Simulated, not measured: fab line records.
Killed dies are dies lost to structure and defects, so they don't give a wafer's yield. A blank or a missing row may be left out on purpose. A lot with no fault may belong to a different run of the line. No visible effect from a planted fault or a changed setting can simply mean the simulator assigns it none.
One fault through the eyes of 3 desks | flow n5-finfet | only its own numbers are on each desk; what lay behind them is given at the end

AT THE METROLOGY DESK
What the gauges read, lot by lot, whatever tool the lot ran on: means of the sampled wafers that have a number. A lot is out of limits, marked OUT, if its mean lies more than 4 standard deviations from the usual mean; the brackets give that distance. Shown here are 7 of its 12 readings, the ones lying furthest out on some lot.
Columns: A = cd-nm at N5_BEOL_M2_CD_MEAS_28, usual 26.15 nm; B = V1_OVL at N5_BEOL_M2_OVL_MEAS_29, usual 0.1 nm; C = IOFF_N at N5_BEOL_M4_RC_MEAS_101, usual 0.151 nA/um; D = IOFF_P at N5_BEOL_M4_RC_MEAS_101, usual 0.21 nA/um; E = ION_P at N5_BEOL_M4_RC_MEAS_101, usual 463 uA/um; F = SS_P at N5_BEOL_M4_RC_MEAS_101, usual 73.2 mV/dec; G = VT_P at N5_BEOL_M4_RC_MEAS_101, usual -250 mV
lot  | first seen here | A     | B    | C     | D    | E   | F    | G
L853 | day 6 20:50     | 26.32 | -0.7 | 0.151 | 0.20 | 464 | 73.1 | -250
L858 | day 7 23:35     | 25.81 | 1.0  | 0.161 | 0.26 | 474 | 73.2 | -244
L860 | day 8 15:45     | 26.18 | 0.5  | 0.113 | 0.17 | 459 | 72.8 | -251
L870 | day 11 03:57    | 26.01 | -0.7 | 0.142 | 0.19 | 462 | 73.5 | -252
L869 | day 11 06:05    | 26.09 | -0.2 | 0.138 | 0.18 | 464 | 73.1 | -251
L872 | day 11 23:05    | 26.26 | 0.7  | 0.159 | 0.21 | 465 | 73.9 | -251
This desk's verdict: no lot among the 6 shows anything out of limits.

THE DEFECT DESK
Counts from the inspections along the route, per lot, as means over the sampled wafers that have a number. A lot is out of limits, marked OUT, if its mean lies more than 4 standard deviations from the usual mean; the brackets give that distance.
Columns: A = raw-defect-count at N5_BEOL_M2_INSPECT_30, usual 387
lot  | first seen here | A
L853 | day 6 20:55     | 412
L858 | day 7 23:40     | 485
L860 | day 8 15:50     | 399
L870 | day 11 04:02    | 325
L869 | day 11 06:11    | 337
L872 | day 11 23:10    | 340
This desk's verdict: no lot among the 6 shows anything out of limits.

FOR THE TOOL OWNER'S DESK: rie-diel-03
The tool's own readings at N5_BEOL_M2_ETCH_70 (etches SOC in N2/H2, target depth 80 nm, overetch 24 nm, time 130 s): means of the sampled wafers that have a number, for each lot that ran on this tool. A lot is out of limits, marked OUT, if its mean lies more than 4 standard deviations from the usual mean; the brackets give that distance.
Columns: A = drypump-motor-current-A at N5_BEOL_M2_ETCH_70, usual 5.8 A; B = oes-product-au at N5_BEOL_M2_ETCH_70, usual 0.58 a.u.; C = rf-vpp-V at N5_BEOL_M2_ETCH_70, usual 524.4 V; D = showerhead-plenum-p-Torr at N5_BEOL_M2_ETCH_70, usual 2.56 Torr; E = throttle-valve-pct at N5_BEOL_M2_ETCH_70, usual 17.76 %
lot  | first seen here | A   | B    | C     | D    | E
L853 | day 6 21:37     | 5.5 | 0.58 | 522.6 | 2.51 | 17.66
L858 | day 8 09:19     | 5.6 | 0.56 | 524.1 | 2.54 | 17.72
L860 | day 8 16:56     | 5.4 | 0.57 | 524.2 | 2.56 | 17.71
This desk's verdict: no lot among the 3 shows anything out of limits.

TAKEN TOGETHER
From the metrology desk's view, nothing was out of limits.
No out-of-limits result turned up at the defect desk.
The tool owner's desk saw nothing out of limits.

WHAT WAS PUT IN BY THE SIMULATOR
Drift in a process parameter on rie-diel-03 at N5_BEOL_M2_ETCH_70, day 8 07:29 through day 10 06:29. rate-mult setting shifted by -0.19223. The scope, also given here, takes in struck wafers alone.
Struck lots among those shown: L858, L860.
